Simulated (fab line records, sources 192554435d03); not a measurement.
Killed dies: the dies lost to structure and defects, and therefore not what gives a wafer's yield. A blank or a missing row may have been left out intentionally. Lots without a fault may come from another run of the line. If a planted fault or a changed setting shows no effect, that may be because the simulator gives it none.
Split-lot trial -- flow n5 finfet -- 21 wafers read across 7 lots, on a route 1938 steps long

ON THE SPLIT
At N5_FIN_SAQP_ETCH_52 (etches SOC in N2/H2, target depth 100 nm, overetch 20 nm, time 150 s), the setting source w was moved away from the recipe's 840 W on 8 of the 21 wafers read, by -11.7% to +10.7%. The other wafers ran this setting at the recipe's value.

The reading comes from the split's own step.

THE READING
rf vpp V, in V, at N5_FIN_SAQP_ETCH_52 (etches SOC in N2/H2, target depth 100 nm, overetch 20 nm, time 150 s). Typical for fault-free wafers on this fab line: 524.0 V, with standard deviation 2.3 V.

wafer,"tool, chamber at the split","source w as run, W",against the recipe,"rf vpp V, V",against lot-mates on the recipe
L077.3,"rie diel-04, 3",929.9,+10.7%,512.5,no lot-mate on the recipe
L077.4,"rie diel-04, 1",929.9,+10.7%,504.8,no lot-mate on the recipe
L077.5,"rie diel-04, 1",929.9,+10.7%,506.1,no lot-mate on the recipe
L078.2,"rie diel-02, 3",840,recipe,523.7,-
L078.5,"rie diel-02, 3",840,recipe,523.4,-
L078.6,"rie diel-02, 2",840,recipe,523.7,-
L082.1,"rie diel-04, 0",840,recipe,524.0,-
L082.2,"rie diel-04, 1",741.4,-11.7%,544.7,+20.5
L082.5,"rie diel-04, 0",840,recipe,524.5,-
L090.1,"rie diel-02, 1",929.3,+10.6%,507.9,-17.0
L090.3,"rie diel-02, 3",840,recipe,524.9,-
L090.6,"rie diel-02, 1",929.3,+10.6%,507.5,-17.4
L091.1,"rie diel-04, 2",798.9,-4.9%,530.4,+0.8
L091.3,"rie diel-04, 0",798.9,-4.9%,531.4,+1.8
L091.4,"rie diel-04, 3",840,recipe,529.6,-
L095.1,"rie diel-06, 3",840,recipe,524.7,-
L095.3,"rie diel-06, 2",840,recipe,520.4,-
L095.5,"rie diel-06, 0",840,recipe,520.9,-
L097.1,"rie diel-06, 3",840,recipe,524.7,-
L097.2,"rie diel-06, 2",840,recipe,521.1,-
L097.4,"rie diel-06, 3",840,recipe,524.8,-

THE FIT
A straight line over all 21 wafers: rf vpp V changes by -1.56 V for each +1% of source w; r = -0.97; the points scatter about the line by 2.4 V.
The same after taking each lot's own level away (the mean of its wafers on the recipe; 18 wafers): -1.5 V for each +1%; r = -0.95; scatter 2.5 V.
According to that fit, moving source w by its largest amount changes the reading by 18 V.
Measured against the standard deviation above, the lots' own levels, which go from 522.00 to 529.60 V, span 3.3 times it.
Hence the lot-to-lot level has little effect on the slope; both slopes agree.
Check: for one of the wafers moved furthest among these (-11.7%), held out of the fit, the line's prediction against its lot-mates is +14.8 V. It came out at +20.5 V against them.
Tool readings at the split's step, against how far the setting was moved: rf vpp V r = -0.97.

OTHER SPLITS APPLIED TO THESE WAFERS
Note: prior to the reading, these wafers also went through further splits. Each is held against what the fit with the lots' levels taken away leaves over:
other split on the same wafers,wafers away from the commonest value,r with rf vpp V (lot level and that fit taken away)
N5_ZERO_LAYER_ETCH_18 icp w,9,-0.04

THE FILE'S OWN FIT
rf vpp V changes by -1.57 V for each +1% of source w, r = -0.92.
